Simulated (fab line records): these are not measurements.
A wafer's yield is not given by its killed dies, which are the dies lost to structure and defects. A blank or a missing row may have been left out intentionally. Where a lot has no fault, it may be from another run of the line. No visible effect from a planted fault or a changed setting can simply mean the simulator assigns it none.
Which tool was responsible? | flow nandHarc | 24 lots, 72 wafers sampled, at 6 steps of a route of 1302

## WHAT EACH GAUGE READ, for each wafer
NHARC_P_M1_INSPECT_11. Usual: rawDefectCount at 4.0, with a standard deviation of 2.3.
lot  | measured     | on               | rawDefectCount | flag
L074 | day 6 04:34  | defectInspect-01 | 4 3 1          | 
L075 | day 6 16:58  | defectInspect-02 | 2 3 3          | 
L076 | day 7 05:38  | defectInspect-02 | 6 3 5          | 
L077 | day 7 16:06  | defectInspect-02 | 10 4 5         | 
L078 | day 7 19:08  | defectInspect-02 | 5 3 5          | 
L079 | day 8 04:22  | defectInspect-01 | 2 7 3          | 
L080 | day 8 20:15  | defectInspect-02 | 4 2 4          | 
L081 | day 9 12:29  | defectInspect-02 | 7 7 3          | 
L082 | day 9 12:53  | defectInspect-02 | 7 4 2          | 
L083 | day 10 08:20 | defectInspect-02 | 2 1 4          | 
L084 | day 10 07:19 | defectInspect-01 | 2 4 1          | 
L085 | day 10 17:23 | defectInspect-02 | 3 2 2          | 
L086 | day 11 04:53 | defectInspect-02 | 5 4 4          | 
L088 | day 12 02:51 | defectInspect-02 | 0 4 2          | 
L087 | day 12 03:55 | defectInspect-01 | 4 7 3          | 
L089 | day 12 09:59 | defectInspect-01 | 1 1 1          | 
L090 | day 13 00:33 | defectInspect-01 | 4 5 3          | 
L091 | day 13 08:34 | defectInspect-01 | 4 2 3          | 
L092 | day 13 16:04 | defectInspect-01 | 2 6 1          | 
L093 | day 14 01:06 | defectInspect-02 | 9 7 8          | 
L094 | day 14 13:32 | defectInspect-01 | 2 3 3          | 
L095 | day 15 04:16 | defectInspect-02 | 7 2 2          | 
L096 | day 15 10:38 | defectInspect-02 | 7 2 5          | 
L097 | day 15 21:59 | defectInspect-01 | 2 2 5          | 

NHARC_P_M1_THK_MEAS_24: measures by xrf. Usual: thkNm at 157.6 nm, with a standard deviation of 1.8.
lot  | measured     | on           | thkNm (nm)        | flag
L074 | day 6 07:04  | filmMetro-01 | 158.3 157.1 157.7 | 
L075 | day 6 19:26  | filmMetro-02 | 157.2 155.8 157.6 | 
L076 | day 7 08:28  | filmMetro-02 | 159.5 158.7 159.5 | 
L077 | day 7 18:34  | filmMetro-02 | 152.9 154.4 156.0 | 
L078 | day 7 21:40  | filmMetro-01 | 159.3 157.8 156.7 | 
L079 | day 8 06:50  | filmMetro-02 | 158.7 155.3 155.6 | 
L080 | day 8 22:50  | filmMetro-01 | 158.1 157.7 157.7 | 
L081 | day 9 14:58  | filmMetro-01 | 157.1 157.7 157.7 | 
L082 | day 9 15:28  | filmMetro-02 | 156.7 156.4 158.3 | 
L083 | day 10 10:49 | filmMetro-02 | 156.6 159.7 158.2 | 
L084 | day 10 10:12 | filmMetro-01 | 156.3 155.2 156.3 | 
L085 | day 10 19:52 | filmMetro-02 | 158.3 157.7 157.3 | 
L086 | day 11 07:24 | filmMetro-02 | 158.4 156.3 157.7 | 
L088 | day 12 05:20 | filmMetro-02 | 161.3 159.5 156.1 | 
L087 | day 12 06:25 | filmMetro-01 | 156.7 160.6 156.0 | 
L089 | day 12 12:28 | filmMetro-01 | 156.2 158.5 156.6 | 
L090 | day 13 03:41 | filmMetro-02 | 155.3 158.4 158.8 | 
L091 | day 13 11:10 | filmMetro-01 | 159.0 160.9 159.7 | 
L092 | day 13 18:32 | filmMetro-02 | 158.3 158.6 156.8 | 
L093 | day 14 03:35 | filmMetro-02 | 157.5 154.0 155.2 | 
L094 | day 14 16:01 | filmMetro-02 | 157.4 156.6 160.2 | 
L095 | day 15 06:44 | filmMetro-02 | 155.4 155.6 157.9 | 
L096 | day 15 13:07 | filmMetro-02 | 156.8 156.8 155.4 | 
L097 | day 16 00:28 | filmMetro-02 | 159.7 159.6 158.5 | 

## EACH LOT AND THE TOOL THAT RAN IT (in order: tool; ch and the chambers of the sampled wafers; start)
lot  | NHARC_P_GATE_HM_OPEN_105                     | NHARC_P_M0_PVD_21                      | NHARC_P_M1_DESCUM_14              | NHARC_P_M1_STRIP_18
L074 | rieDiel-01 ch 0,1,3, day 6 04:34 or earlier  | pvdSputter-03, day 6 04:34 or earlier  | rieDiel-09 ch 0,2,3, day 6 04:39  | rieDiel-10 ch 0,1,3, day 6 05:06
L075 | rieDiel-11 ch 2,3, day 6 16:58 or earlier    | pvdSputter-03, day 6 16:58 or earlier  | rieDiel-07 ch 1,2,3, day 6 17:02  | rieDiel-09 ch 0,2,3, day 6 17:28
L076 | rieDiel-04 ch 0,2, day 7 05:38 or earlier    | pvdSputter-01, day 7 05:38 or earlier  | rieDiel-07 ch 0,2, day 7 05:41    | rieDiel-10 ch 2,3, day 7 06:05
L077 | rieDiel-11 ch 0,1,3, day 7 16:06 or earlier  | pvdSputter-02, day 7 16:06 or earlier  | rieDiel-07 ch 0,1,2, day 7 16:11  | rieDiel-10 ch 0,3, day 7 16:34
L078 | rieDiel-11 ch 0,1,2, day 7 19:08 or earlier  | pvdSputter-02, day 7 19:08 or earlier  | rieDiel-10 ch 2,3, day 7 19:12    | rieDiel-10 ch 0,2,3, day 7 19:35
L079 | rieDiel-04 ch 0,3, day 8 01:33 or earlier    | pvdSputter-03, day 8 01:33             | rieDiel-09 ch 1,2, day 8 04:26    | rieDiel-10 ch 0,2,3, day 8 04:52
L080 | rieDiel-01 ch 1,2, day 8 20:15 or earlier    | pvdSputter-03, day 8 20:15 or earlier  | rieDiel-07 ch 1,2,3, day 8 20:20  | rieDiel-10 ch 1,2,3, day 8 20:47
L081 | rieDiel-04 ch 0,1,2, day 9 12:29 or earlier  | pvdSputter-02, day 9 12:29 or earlier  | rieDiel-10 ch 1,2,3, day 9 12:34  | rieDiel-07 ch 1,2,3, day 9 12:56
L082 | rieDiel-01 ch 0,1,2, day 9 12:53 or earlier  | pvdSputter-03, day 9 12:53 or earlier  | rieDiel-10 ch 1,2,3, day 9 12:59  | rieDiel-10 ch 1,2,3, day 9 13:28
L083 | rieDiel-01 ch 1,2,3, day 10 08:20 or earlier | pvdSputter-02, day 10 08:20 or earlier | rieDiel-10 ch 1,2,3, day 10 08:25 | rieDiel-07 ch 0,3, day 10 08:47
L084 | rieDiel-01 ch 0,3, day 10 07:19 or earlier   | pvdSputter-03, day 10 07:19 or earlier | rieDiel-07 ch 0,2,3, day 10 07:23 | rieDiel-07 ch 0,1, day 10 07:47
L085 | rieDiel-04 ch 0,3, day 10 17:23 or earlier   | pvdSputter-03, day 10 17:23 or earlier | rieDiel-07 ch 0,2, day 10 17:26   | rieDiel-10 ch 0,1, day 10 17:49
L086 | rieDiel-11 ch 2,3, day 11 04:53 or earlier   | pvdSputter-03, day 11 04:53 or earlier | rieDiel-07 ch 0,1,3, day 11 04:56 | rieDiel-07 ch 0,1,3, day 11 05:20
L088 | rieDiel-01 ch 0,1,2, day 12 02:51 or earlier | pvdSputter-02, day 12 02:51 or earlier | rieDiel-07 ch 1,2,3, day 12 02:55 | rieDiel-09 ch 0,1,2, day 12 03:17
L087 | rieDiel-11 ch 0,2,3, day 12 03:55 or earlier | pvdSputter-03, day 12 03:55 or earlier | rieDiel-10 ch 0,2,3, day 12 03:59 | rieDiel-07 ch 0,2,3, day 12 04:21
L089 | rieDiel-01 ch 0,1, day 12 09:59 or earlier   | pvdSputter-01, day 12 09:59 or earlier | rieDiel-10 ch 0,2,3, day 12 10:04 | rieDiel-07 ch 1,3, day 12 10:28
L090 | rieDiel-04 ch 0,2,3, day 13 00:33 or earlier | pvdSputter-01, day 13 00:33 or earlier | rieDiel-10 ch 2,3, day 13 00:37   | rieDiel-10 ch 0,2,3, day 13 01:04
L091 | rieDiel-04 ch 0,1,3, day 13 08:34 or earlier | pvdSputter-02, day 13 08:34 or earlier | rieDiel-10 ch 0,2, day 13 08:38   | rieDiel-10 ch 0,1,2, day 13 09:00
L092 | rieDiel-04 ch 0,2, day 13 16:04 or earlier   | pvdSputter-03, day 13 16:04 or earlier | rieDiel-09 ch 1,2, day 13 16:07   | rieDiel-10 ch 0,1,3, day 13 16:30
L093 | rieDiel-01 ch 2,3, day 14 01:06 or earlier   | pvdSputter-01, day 14 01:06 or earlier | rieDiel-10 ch 1,2, day 14 01:10   | rieDiel-07 ch 0,1, day 14 01:34
L094 | rieDiel-01 ch 0,1,2, day 14 13:32 or earlier | pvdSputter-01, day 14 13:32 or earlier | rieDiel-07 ch 0,3, day 14 13:35   | rieDiel-07 ch 0,1,3, day 14 13:58
L095 | rieDiel-01 ch 1,2,3, day 15 04:16 or earlier | pvdSputter-01, day 15 04:16 or earlier | rieDiel-07 ch 0,2, day 15 04:20   | rieDiel-07 ch 2,3, day 15 04:42
L096 | rieDiel-04 ch 0,1,3, day 15 10:38 or earlier | pvdSputter-01, day 15 10:38 or earlier | rieDiel-10 ch 0,3, day 15 10:43   | rieDiel-07 ch 2,3, day 15 11:06
L097 | rieDiel-04 ch 0,1,2, day 15 21:59 or earlier | pvdSputter-01, day 15 21:59 or earlier | rieDiel-07 ch 1,2, day 15 22:03   | rieDiel-09 ch 0,1,3, day 15 22:29
- NHARC_P_GATE_HM_OPEN_105: chemistry O2/COS, target depth 360 nm.
- NHARC_P_M0_PVD_21: deposits Cu, target thk 30 nm, time 20.49 s.
- NHARC_P_M1_DESCUM_14: chemistry O2, time 3 s.
- NHARC_P_M1_STRIP_18: strips in N2/H2.

## WHAT THE TOOLS THEMSELVES READ (means of the sampled wafers that have a number; where no wafer has one, the mark that the record gives instead)
NHARC_P_GATE_HM_OPEN_105. Usual: drypumpMotorCurrentA 5.7 A, standard deviation 0.39; oesProductAu 0.999 a.u., standard deviation 0.013; rfVppV 467.9 V, standard deviation 3; showerheadPlenumPTorr 3.16 Torr, standard deviation 0.14; throttleValvePct 28.330 %, standard deviation 0.01.
lot  | tool       | drypumpMotorCurrentA (A) | oesProductAu (a.u.) | rfVppV (V) | showerheadPlenumPTorr (Torr) | throttleValvePct (%) | flag
L074 | rieDiel-01 | 6.1                      | 1.008               | 467.8      | 3.12                         | 28.330               | 
L075 | rieDiel-11 | 5.7                      | 1.016               | 468.5      | 3.19                         | 28.332               | 
L076 | rieDiel-04 | 5.7                      | 1.004               | 468.6      | 3.22                         | 28.328               | 
L077 | rieDiel-11 | 5.7                      | 0.991               | 470.4      | 3.24                         | 28.330               | 
L078 | rieDiel-11 | 5.9                      | 1.007               | 469.0      | 3.23                         | 28.331               | 
L079 | rieDiel-04 | 5.3                      | 0.993               | 464.2      | 2.96                         | 28.335               | 
L080 | rieDiel-01 | 5.8                      | 0.982               | 470.8      | 3.29                         | 28.324               | 
L081 | rieDiel-04 | 5.4                      | 0.993               | 469.1      | 3.16                         | 28.328               | 
L082 | rieDiel-01 | 6.0                      | 0.993               | 468.0      | 3.19                         | 28.337               | 
L083 | rieDiel-01 | 5.9                      | 1.001               | 469.4      | 3.22                         | 28.334               | 
L084 | rieDiel-01 | 6.2                      | 1.006               | 465.1      | 3.03                         | 28.330               | 
L085 | rieDiel-04 | 5.4                      | 0.987               | 464.0      | 2.98                         | 28.325               | 
L086 | rieDiel-11 | 5.7                      | 1.018               | 468.8      | 3.19                         | 28.326               | 
L088 | rieDiel-01 | 6.0                      | 0.999               | 468.2      | 3.19                         | 28.326               | 
L087 | rieDiel-11 | 5.8                      | 1.000               | 467.8      | 3.20                         | 28.341               | 
L089 | rieDiel-01 | 6.1                      | 1.003               | 467.8      | 3.17                         | 28.323               | 
L090 | rieDiel-04 | 5.5                      | 0.986               | 466.0      | 3.09                         | 28.331               | 
L091 | rieDiel-04 | 5.2                      | 0.993               | 465.3      | 3.03                         | 28.332               | 
L092 | rieDiel-04 | 5.7                      | 1.001               | 467.4      | 3.22                         | 28.323               | 
L093 | rieDiel-01 | 5.8                      | 1.005               | 469.3      | 3.24                         | 28.339               | 
L094 | rieDiel-01 | 6.0                      | 0.998               | 468.4      | 3.19                         | 28.335               | 
L095 | rieDiel-01 | 5.8                      | 1.000               | 469.5      | 3.22                         | 28.332               | 
L096 | rieDiel-04 | 5.2                      | 1.001               | 464.1      | 3.03                         | 28.336               | 
L097 | rieDiel-04 | 5.4                      | 1.002               | 468.1      | 3.16                         | 28.330               | 

NHARC_P_M0_PVD_21. Usual: chamberPressurePa 5.000 Pa, standard deviation 0.011; throttleValvePct 30.2 %, standard deviation 1.3.
lot  | tool          | chamberPressurePa (Pa) | throttleValvePct (%) | flag
L074 | pvdSputter-03 | 4.998                  | 29.7                 | 
L075 | pvdSputter-03 | 5.017                  | 30.8                 | 
L076 | pvdSputter-01 | 5.005                  | 31.0                 | 
L077 | pvdSputter-02 | 4.999                  | 30.2                 | 
L078 | pvdSputter-02 | 4.998                  | 30.1                 | 
L079 | pvdSputter-03 | 5.001                  | 29.4                 | 
L080 | pvdSputter-03 | 5.001                  | 29.3                 | 
L081 | pvdSputter-02 | 5.007                  | 29.9                 | 
L082 | pvdSputter-03 | 5.010                  | 30.1                 | 
L083 | pvdSputter-02 | 5.002                  | 29.4                 | 
L084 | pvdSputter-03 | 4.997                  | 29.1                 | 
L085 | pvdSputter-03 | 5.008                  | 29.2                 | 
L086 | pvdSputter-03 | 4.996                  | 28.3                 | 
L088 | pvdSputter-02 | 4.997                  | 29.8                 | 
L087 | pvdSputter-03 | 4.999                  | 29.1                 | 
L089 | pvdSputter-01 | 4.997                  | 31.5                 | 
L090 | pvdSputter-01 | 4.994                  | 31.7                 | 
L091 | pvdSputter-02 | 4.991                  | 29.0                 | 
L092 | pvdSputter-03 | 5.004                  | 29.2                 | 
L093 | pvdSputter-01 | 5.007                  | 31.3                 | 
L094 | pvdSputter-01 | 5.003                  | 31.5                 | 
L095 | pvdSputter-01 | 4.993                  | 31.6                 | 
L096 | pvdSputter-01 | 5.003                  | 32.1                 | 
L097 | pvdSputter-01 | 5.002                  | 31.4                 | 

NHARC_P_M1_DESCUM_14. Usual: drypumpMotorCurrentA 5.9 A, standard deviation 0.46; oesProductAu 1.002 a.u., standard deviation 0.011; rfVppV 57.7 V, standard deviation 0.84; showerheadPlenumPTorr 1.90 Torr, standard deviation 0.069; throttleValvePct 11.310 %, standard deviation 0.0088.
lot  | tool       | drypumpMotorCurrentA (A) | oesProductAu (a.u.) | rfVppV (V) | showerheadPlenumPTorr (Torr) | throttleValvePct (%) | flag
L074 | rieDiel-09 | 5.6                      | 1.015               | 57.5       | 1.93                         | 11.305               | 
L075 | rieDiel-07 | 6.0                      | 1.016               | 57.3       | 1.92                         | 11.316               | 
L076 | rieDiel-07 | 6.3                      | 1.013               | 58.4       | 1.99                         | 11.304               | 
L077 | rieDiel-07 | 6.2                      | 1.007               | 58.1       | 1.92                         | 11.301               | 
L078 | rieDiel-10 | 5.5                      | 0.994               | 56.7       | 1.84                         | 11.311               | 
L079 | rieDiel-09 | 5.9                      | 0.996               | 59.1       | 2.01                         | 11.306               | 
L080 | rieDiel-07 | 6.0                      | 1.007               | 58.3       | 1.92                         | 11.310               | 
L081 | rieDiel-10 | 5.6                      | 0.993               | 57.8       | 1.85                         | 11.315               | 
L082 | rieDiel-10 | 5.6                      | 1.003               | 57.5       | 1.85                         | 11.308               | 
L083 | rieDiel-10 | 5.6                      | 0.998               | 57.4       | 1.84                         | 11.316               | 
L084 | rieDiel-07 | 5.9                      | 1.007               | 58.1       | 1.96                         | 11.302               | 
L085 | rieDiel-07 | 6.3                      | 1.009               | 57.4       | 1.99                         | 11.311               | 
L086 | rieDiel-07 | 5.8                      | 1.000               | 57.7       | 1.89                         | 11.307               | 
L088 | rieDiel-07 | 6.0                      | 1.011               | 58.6       | 1.92                         | 11.312               | 
L087 | rieDiel-10 | 5.8                      | 1.002               | 58.0       | 1.87                         | 11.314               | 
L089 | rieDiel-10 | 5.8                      | 1.007               | 58.2       | 1.87                         | 11.314               | 
L090 | rieDiel-10 | 5.8                      | 0.995               | 58.1       | 1.84                         | 11.311               | 
L091 | rieDiel-10 | 5.7                      | 1.011               | 58.1       | 1.90                         | 11.315               | 
L092 | rieDiel-09 | 5.9                      | 1.000               | 57.3       | 1.99                         | 11.303               | 
L093 | rieDiel-10 | 5.4                      | 0.988               | 57.4       | 1.84                         | 11.310               | 
L094 | rieDiel-07 | 5.7                      | 0.992               | 57.8       | 1.92                         | 11.314               | 
L095 | rieDiel-07 | 6.3                      | 1.014               | 57.4       | 1.98                         | 11.310               | 
L096 | rieDiel-10 | 6.2                      | 1.000               | 57.0       | 1.88                         | 11.312               | 
L097 | rieDiel-07 | 6.3                      | 1.006               | 58.5       | 1.88                         | 11.316               | 

NHARC_P_M1_STRIP_18. Usual: drypumpMotorCurrentA 5.8 A, standard deviation 0.45; n2FlowSccm 150.1 sccm, standard deviation 0.45; oesProductAu 0.999 a.u., standard deviation 0.012; rfVppV 90.6 V, standard deviation 0.89; showerheadPlenumPTorr 2.02 Torr, standard deviation 0.069; throttleValvePct 14.172 %, standard deviation 0.0088.
lot  | tool       | drypumpMotorCurrentA (A) | n2FlowSccm (sccm) | oesProductAu (a.u.) | rfVppV (V) | showerheadPlenumPTorr (Torr) | throttleValvePct (%) | flag
L074 | rieDiel-10 | 6.0                      | 149.4             | 0.995               | 90.7       | 2.01                         | 14.176               | 
L075 | rieDiel-09 | 5.6                      | 149.6             | 1.004               | 91.3       | 2.05                         | 14.170               | 
L076 | rieDiel-10 | 5.9                      | 150.1             | 1.000               | 89.8       | 1.97                         | 14.171               | 
L077 | rieDiel-10 | 6.2                      | 149.9             | 1.006               | 91.5       | 2.04                         | 14.177               | 
L078 | rieDiel-10 | 5.8                      | 150.1             | 1.003               | 89.3       | 2.00                         | 14.167               | 
L079 | rieDiel-10 | 5.8                      | 150.0             | 0.998               | 90.7       | 2.00                         | 14.173               | 
L080 | rieDiel-10 | 5.6                      | 150.0             | 0.997               | 90.2       | 1.97                         | 14.170               | 
L081 | rieDiel-07 | 6.0                      | 150.7             | 1.007               | 90.5       | 2.05                         | 14.179               | 
L082 | rieDiel-10 | 5.7                      | 150.3             | 0.996               | 90.2       | 1.97                         | 14.173               | 
L083 | rieDiel-07 | 5.6                      | 150.0             | 1.000               | 90.4       | 2.05                         | 14.165               | 
L084 | rieDiel-07 | 6.0                      | 149.8             | 0.996               | 91.3       | 2.01                         | 14.167               | 
L085 | rieDiel-10 | 5.9                      | 150.0             | 0.998               | 90.9       | 2.04                         | 14.171               | 
L086 | rieDiel-07 | 5.8                      | 149.9             | 1.001               | 90.2       | 2.01                         | 14.174               | 
L088 | rieDiel-09 | 5.7                      | 150.0             | 0.999               | 91.3       | 2.10                         | 14.170               | 
L087 | rieDiel-07 | 5.9                      | 150.2             | 1.013               | 90.7       | 2.08                         | 14.163               | 
L089 | rieDiel-07 | 5.7                      | 150.0             | 1.001               | 90.1       | 2.01                         | 14.175               | 
L090 | rieDiel-10 | 5.8                      | 150.0             | 1.005               | 89.7       | 2.00                         | 14.170               | 
L091 | rieDiel-10 | 5.5                      | 150.2             | 0.998               | 90.8       | 2.00                         | 14.182               | 
L092 | rieDiel-10 | 6.0                      | 150.6             | 0.991               | 90.5       | 2.00                         | 14.182               | 
L093 | rieDiel-07 | 6.0                      | 150.3             | 0.994               | 90.1       | 2.00                         | 14.176               | 
L094 | rieDiel-07 | 5.8                      | 150.1             | 0.992               | 91.1       | 2.01                         | 14.173               | 
L095 | rieDiel-07 | 5.8                      | 150.2             | 1.000               | 91.4       | 2.08                         | 14.183               | 
L096 | rieDiel-07 | 6.1                      | 150.1             | 1.002               | 90.7       | 2.12                         | 14.169               | 
L097 | rieDiel-09 | 5.8                      | 150.4             | 0.991               | 90.9       | 2.02                         | 14.158               | 

## THE ANSWER, worked out from the rows above alone
Rule: a lot is off if the mean of its wafers that have a number lies more than 3 standard deviations from the usual mean. Also off: a lot with no number at a reading for which 4 or more lots have one. The other lots that the step has rows for count as sound. The gauges are gone through in route order, then the tools' own readings, and for those a lot's mean is taken as printed above. At the first step where some lot is off, the reading lying furthest off is the one used; lots without a number count as furthest.
None of the lots is off at any reading shown; this tells nothing.

## WHAT HAD BEEN PUT IN BY THE SIMULATOR
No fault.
